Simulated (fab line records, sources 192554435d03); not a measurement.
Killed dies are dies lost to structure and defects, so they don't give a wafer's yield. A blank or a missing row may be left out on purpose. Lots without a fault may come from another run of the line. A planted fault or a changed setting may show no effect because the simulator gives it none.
fab line records | flow n5_finfet
record lots=10 wafers=30 last_day=18
route steps=1938 shown BEOL_M1@835 BEOL_M2@864 BEOL_M4@1111
lots that met no fault: from a run of the same line without faults
start_h: hours from the record's first day to the start of the lot's first wafer shown | wait_h: hours since the lot's step before | " the same as in the row above | L1.1+2: a row that stands for several wafers | - no value, or no start given | * or withheld: withheld | < > ~ a bound
route shown NAME@n: a module of which the file shows steps, and the number in the route of the first | usual: mean/standard deviation of fault-free wafers | same: alike in all rows | chamber/n: place in a boat | sites: the reading at each site | _std_site: their standard deviation | _edge_site: outer sites' mean less inner sites' | radius_mm: how far each site lies from the wafer's centre | mask NAME#n: copy n | behind: the tool/chamber that last shaped the wafer | hold: why the lot was held/for how many hours/how that ended | device: the transistor (n, p or np) that didn't switch | end of line: the same wafers' tests at the end of the route | a step without rows: its recipe alone | killed: dies lost to structure and defects at the first sort, not the wafer's yield | map: a wafer's dies, x killed, . not, _ none there
set.NAME: the setting as run; set.NAME@STEP: as run at that earlier step | model.NAME: the simulator's own value behind a step, which no gauge read
steps of the route over a sample of lots; a table a step, a row a wafer
services: from which hour (start_h, from the record's first day; less than 0 if before it) a tool's chamber was out of use, for how many hours, and why
## steps
# step N5_BEOL_M1_PRE_CLEAN_60
# recipe gas=NH3/H2 time_s=15 temp_c=* rf_power_w=300
# usual heater_power_outer_w=19/4.9 heater_power_w=82/15
# columns lot.wafer tool chamber start_h wait_h heater_power_outer_w heater_power_w
L866.2 cvd_co-01 1 134.67 0.1 22 103
L866.3 " 2 " " 11 68
L866.4 " 0 " " 17 67
L870.3 cvd_co-01 1 154.57 0.0 22 101
L870.5 " 2 " " 11 66
L870.6 " 1 " " 22 102
L871.1 cvd_co-02 1 165.21 0.0 23 73
L871.2 " 2 " " 15 99
L871.6 " 1 " " 23 69
L873.2 cvd_co-01 0 168.67 0.0 18 69
L873.4 " 1 " " 23 104
L873.5 " 2 " " 11 68
L880.1 cvd_co-02 0 221.42 0.0 25 83
L880.4 " 1 " " 24 73
L880.5 " 0 " " 25 82
L882.3 cvd_co-01 0 235.09 0.0 18 69
L882.4 " 0 " " 18 67
L882.6 " 2 " " 12 71
L883.2 cvd_co-01 0 240.04 0.0 19 70
L883.3 " 1 " " 22 105
L883.6 " 1 " " 22 102
L884.2 cvd_co-02 1 240.82 0.0 24 74
L884.3 " 0 " " 25 83
L884.4 " 2 " " 15 97
L885.1 cvd_co-01 0 243.25 0.0 18 70
L885.2 " 2 " " 12 69
L885.4 " 0 " " 19 68
L889.1 cvd_co-02 2 271.82 0.0 15 98
L889.4 " 1 " " 24 74
L889.5 " 0 " " 25 82
# step N5_BEOL_M2_HM_OPEN_17
# recipe chemistry=Cl2/BCl3 target_depth_a=200 overetch_a=60 target=TiN mask_material=SOC ion_energy_ev=150 pressure_mtorr=10 icp_w=1000 bias_w=126 Cl2_flow_sccm=53.25 bcl3_flow_sccm=21.75 Ar_flow_sccm=25
# usual drypump_motor_current_A=5.5/0.61 oes_product_au=0.70/0.047 throttle_valve_pct=21.99/0.19
# columns lot.wafer tool chamber start_h wait_h drypump_motor_current_A oes_product_au rf_hours_counter_h throttle_valve_pct
L866.2 rie_metal-03 0 138.05 0.0 4.7 0.79 7 21.85
L866.3 " 1 " " 6.2 0.72 - 21.94
L866.4 " 0 " " 4.7 0.79 - 21.82
L870.3 rie_metal-02 0 156.65 0.1 6.0 0.66 - 21.85
L870.5 " 0 " " 6.1 0.66 - 21.83
L870.6 " 1 " " 5.2 0.76 - 22.14
L871.1 rie_metal-02 1 166.80 0.0 5.2 0.76 7 22.12
L871.2 " 0 " " 6.1 0.67 41 21.84
L871.6 " 0 " " 6.1 0.67 - 21.84
L873.2 rie_metal-02 1 170.82 0.0 5.2 0.75 8 22.12
L873.4 " 0 " " 6.1 0.66 - 21.82
L873.5 " 0 " " 6.0 0.66 - 21.85
L880.1 rie_metal-03 0 224.49 0.0 4.7 0.76 16 21.84
L880.4 " 1 " " 6.2 0.70 - 21.97
L880.5 " 0 " " 4.7 0.77 - 21.84
L882.3 rie_metal-01 0 237.55 0.1 6.2 0.69 - 21.82
L882.4 " 1 " " 5.0 0.64 - 22.34
L882.6 " 0 " " 6.1 0.69 - 21.83
L883.2 rie_metal-01 0 242.29 0.0 6.2 0.68 33 21.83
L883.3 " 1 " " 5.0 0.63 - 22.36
L883.6 " 0 " " 6.2 0.68 - 21.83
L884.2 rie_metal-03 0 243.47 0.0 4.7 0.76 17 21.85
L884.3 " 1 " " 6.2 0.70 - 21.96
L884.4 " 0 " " 4.7 0.76 - 21.85
L885.1 rie_metal-03 0 244.78 0.0 4.7 0.75 18 21.86
L885.2 " 1 " " 6.2 0.69 30 21.97
L885.4 " 1 " " 6.2 0.69 - 21.99
L889.1 rie_metal-03 0 275.55 0.0 4.7 0.73 21 21.87
L889.4 " 1 " " 6.2 0.67 - 22.00
L889.5 " 1 " " 6.2 0.67 - 21.99
# step N5_BEOL_M2_COAT_68
# recipe resist=SiARC temp_c=220 time_s=60 spin_rpm=1500 resist_thk_nm=12
# usual spin_speed_rpm=1499.9/1
# columns lot.wafer tool chamber start_h wait_h spin_speed_rpm
L866.2 litho_track-05 0 138.27 - 1500.3
L866.3 " 0 " " 1500.7
L866.4 " 0 " " 1501.0
L870.3 litho_track-01 0 156.85 - 1454.2
L870.5 " 0 " " 1456.3
L870.6 " 0 " " 1454.8
L871.1 litho_track-01 0 167.03 - 1456.6
L871.2 " 0 " " 1455.8
L871.6 " 0 " " 1457.0
L873.2 litho_track-04 0 171.04 - 1499.1
L873.4 " 0 " " 1498.5
L873.5 " 0 " " 1500.5
L880.1 litho_track-01 0 224.82 - 1498.8
L880.4 " 0 " " 1500.9
L880.5 " 0 " " 1500.6
L882.3 litho_track-01 0 237.74 - 1501.2
L882.4 " 0 " " 1500.4
L882.6 " 0 " " 1499.5
L883.2 litho_track-01 0 242.51 - 1500.2
L883.3 " 0 " " 1500.2
L883.6 " 0 " " 1499.4
L884.2 litho_track-05 0 243.72 - 1500.1
L884.3 " 0 " " 1499.1
L884.4 " 0 " " 1499.2
L885.1 litho_track-05 0 245.08 - 1500.5
L885.2 " 0 " " 1500.8
L885.4 " 0 " " 1501.1
L889.1 litho_track-05 0 275.79 - 1499.7
L889.4 " 0 " " 1501.7
L889.5 " 0 " " 1499.3
# step N5_BEOL_M2_DESCUM_33
# recipe chemistry=O2 time_s=7 source_power_w=50 bias_power_w=20 pressure_mtorr=20 rf_frequency_hz=2.712e+07 temp_c=40 resist=CAR-EUV o2_flow_sccm=225
# usual drypump_motor_current_A=5.6/0.42 oes_product_au=0.81/0.077 rf_vpp_V=243.3/1.3 showerhead_plenum_p_Torr=2.10/0.063 throttle_valve_pct=20.32/0.17
# columns lot.wafer tool chamber start_h wait_h drypump_motor_current_A oes_product_au rf_hours_counter_h rf_vpp_V showerhead_plenum_p_Torr throttle_valve_pct
L866.2 rie_diel-02 0 138.95 0.2 5.4 0.80 97 243.6 2.11 20.17
L866.3 " 1 " " 5.4 0.67 250 243.7 2.12 20.58
L866.4 " 2 " " 6.5 0.78 - 242.2 2.02 20.38
L870.3 rie_diel-02 0 157.33 0.1 5.4 0.80 107 243.4 2.11 20.19
L870.5 " 0 " " 5.4 0.79 - 243.9 2.11 20.19
L870.6 " 3 " " 5.5 0.90 - 242.7 2.05 20.42
L871.1 rie_diel-02 0 167.59 0.1 5.4 0.79 112 245.4 2.11 20.22
L871.2 " 2 " " 6.6 0.77 151 242.8 2.02 20.39
L871.6 " 1 " " 5.4 0.96 - 244.1 2.12 20.20
L873.2 rie_diel-04 1 171.45 0.0 5.4 0.94 4 242.1 2.06 19.99
L873.4 " 3 " " 5.0 0.89 35 243.2 2.23 20.19
L873.5 " 1 " " 5.4 0.94 - 243.8 2.06 20.01
L880.1 rie_diel-05 0 225.34 0.0 5.6 0.84 66 245.8 2.21 20.31
L880.4 " 2 " " 5.8 0.69 212 244.8 2.14 19.97
L880.5 " 1 " " 5.4 0.94 - 243.9 2.06 20.36
L882.3 rie_diel-04 3 238.20 0.1 4.9 0.87 56 245.3 2.22 20.24
L882.4 " 1 " " 5.4 0.89 25 242.0 2.05 20.01
L882.6 " 2 " " 5.7 0.72 - 244.9 2.16 20.62
L883.2 rie_diel-05 1 243.11 0.2 5.4 0.92 18 241.4 2.06 20.38
L883.3 " 3 " " 5.7 0.68 228 241.6 2.08 20.46
L883.6 " 1 " " 5.4 0.93 - 241.9 2.06 20.37
L884.2 rie_diel-05 3 244.41 0.2 5.7 0.69 229 242.2 2.08 20.46
L884.3 " 2 " " 5.8 0.69 218 245.0 2.14 19.98
L884.4 " 1 " " 5.4 0.92 19 241.7 2.06 20.38
L885.1 rie_diel-02 3 246.03 0.5 5.5 0.85 65 242.5 2.04 20.47
L885.2 " 0 " " 5.4 0.77 137 243.5 2.10 20.23
L885.4 " 1 " " 5.4 0.88 26 243.4 2.11 20.25
L889.1 rie_diel-02 0 276.31 0.0 5.4 0.77 147 242.8 2.09 20.26
L889.4 " 3 " " 5.5 0.84 75 241.7 2.04 20.48
L889.5 " 0 " " 5.4 0.76 - 243.4 2.09 20.26
# step N5_BEOL_M4_RC_MEAS_101
# usual DIBL_N=35.8/1.8 DIBL_P=35.9/2.2 IOFF_N=0.16/0.035 IOFF_P=0.21/0.04 ION_N=672/11 ION_P=461/7.4 SS_N=71.4/0.64 SS_P=73.2/0.67 VT_N=250/3.5 VT_P=-251/3.4
# columns lot.wafer tool chamber start_h wait_h DIBL_N[mV/V] DIBL_P[mV/V] IOFF_N[nA/um] IOFF_P[nA/um] ION_N[uA/um] ION_P[uA/um] SS_N[mV/dec] SS_P[mV/dec] VT_N[mV] VT_P[mV]
L866.2 prober-02 0 163.66 0.2 35.0 34.4 0.15 0.16 664 450 71.5 73.0 250 -254
L866.3 " 0 " " 35.8 36.3 0.17 0.19 691 467 72.1 73.8 248 -252
L866.4 " 0 " " 35.0 35.2 0.15 0.17 671 459 72.0 72.7 248 -252
L870.3 prober-02 0 188.64 0.3 37.6 39.3 0.21 0.27 679 467 72.1 73.9 247 -246
L870.5 " 0 " " 34.5 35.6 0.15 0.21 670 459 71.0 72.9 250 -247
L870.6 " 0 " " 35.5 37.1 0.17 0.24 676 473 71.4 73.0 251 -248
L871.1 prober-01 0 200.51 0.0 35.9 37.2 0.16 0.21 671 464 72.0 73.4 250 -250
L871.2 " 0 " " 35.0 35.8 0.14 0.20 669 459 71.6 72.8 252 -254
L871.6 " 0 " " 36.8 37.1 0.17 0.21 675 464 71.9 73.3 250 -249
L873.2 prober-01 0 209.22 0.2 36.0 35.7 0.15 0.20 665 462 71.5 72.8 254 -250
L873.4 " 0 " " 39.2 39.2 0.21 0.27 683 468 72.0 74.2 251 -248
L873.5 " 0 " " 38.9 39.0 0.20 0.25 676 470 72.2 73.1 248 -250
L880.1 prober-02 0 259.85 0.0 34.3 34.6 0.13 0.21 658 462 71.3 73.0 253 -249
L880.4 " 0 " " 37.1 38.2 0.19 0.28 664 464 71.2 73.7 247 -246
L880.5 " 0 " " 35.0 35.8 0.15 0.23 669 470 70.5 72.3 249 -246
L882.3 prober-02 0 265.80 0.3 31.7 31.2 0.09 0.13 654 456 70.2 71.9 258 -256
L882.4 " 0 " " 34.5 35.6 0.13 0.19 667 461 70.7 73.1 251 -251
L882.6 " 0 " " 33.8 34.5 0.12 0.18 667 469 70.6 72.2 251 -251
L883.2 prober-01 0 273.52 0.2 37.6 37.8 0.17 0.19 671 444 72.1 73.8 251 -257
L883.3 " 0 " " 36.7 36.8 0.15 0.17 668 446 72.0 73.5 252 -256
L883.6 " 0 " " 35.9 36.1 0.14 0.17 660 448 71.8 73.5 253 -256
L884.2 prober-01 0 280.65 0.2 37.3 36.3 0.18 0.21 672 458 72.0 73.2 248 -251
L884.3 " 0 " " 37.0 35.8 0.16 0.20 682 464 70.6 73.4 249 -251
L884.4 " 0 " " 32.9 31.6 0.11 0.15 661 456 70.9 72.5 252 -256
L885.1 prober-01 0 284.90 0.0 37.0 36.5 0.16 0.22 673 455 71.6 73.1 251 -249
L885.2 " 0 " " 37.4 37.5 0.17 0.26 670 462 71.8 74.1 248 -245
L885.4 " 0 " " 36.3 36.1 0.17 0.22 671 463 71.5 73.4 250 -247
L889.1 prober-02 0 311.74 0.0 34.4 33.0 0.11 0.17 659 459 70.6 72.5 255 -251
L889.4 " 0 " " 35.2 34.1 0.12 0.18 658 459 71.7 72.9 255 -253
L889.5 " 0 " " 32.4 30.8 0.09 0.14 653 453 70.3 71.6 257 -255
## services
# columns tool chamber start_h hours kind
cvd_co-02 1 114.69 - clean
cvd_co-02 1 114.69 22.0 scheduled_down
cvd_co-02 1 114.69 22.0 vent_cycle
rie_diel-02 2 123.38 3.3 repair
rie_diel-02 3 124.20 18.9 repair
rie_diel-05 2 127.78 5.4 repair
rie_diel-04 0 133.20 5.6 repair
rie_diel-02 1 143.12 - clean
rie_diel-02 1 143.12 - consumable_replace:focus_ring
rie_diel-02 1 143.12 20.1 scheduled_down
rie_diel-02 1 143.12 20.1 vent_cycle
rie_diel-04 1 144.24 - clean
rie_diel-05 1 153.82 - clean
rie_diel-05 1 153.82 - consumable_replace:focus_ring
rie_diel-05 1 153.82 20.4 scheduled_down
rie_diel-05 1 153.82 20.4 vent_cycle
rie_diel-05 3 207.52 3.0 repair
rie_metal-02 1 207.66 7.3 repair
litho_track-05 - 212.85 - consumable_replace:filter
cvd_co-01 - 215.00 1.1 repair
rie_metal-02 - 234.60 4.1 repair
rie_metal-02 1 238.84 7.9 repair
rie_diel-04 2 266.00 8.9 repair
rie_metal-03 - 276.10 14.6 pm
## key
first_sign step=N5_BEOL_M2_COAT_68 reading=spin_speed_rpm direction=down sigmas=44 usual=* struck=*
effect none on later readings
met_at N5_BEOL_M2_COAT_68
struck_lots L870,L871
not_acting_at N5_BEOL_M1_PRE_CLEAN_60,N5_BEOL_M2_HM_OPEN_17,N5_BEOL_M2_DESCUM_33
fault kind=process_parameter_drift tool=litho_track-01 chamber=- onset_h=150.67 steps=N5_BEOL_M2_COAT_68 channel=spin_rpm offset=* shape=step end_h=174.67 acts_in=* stated=*
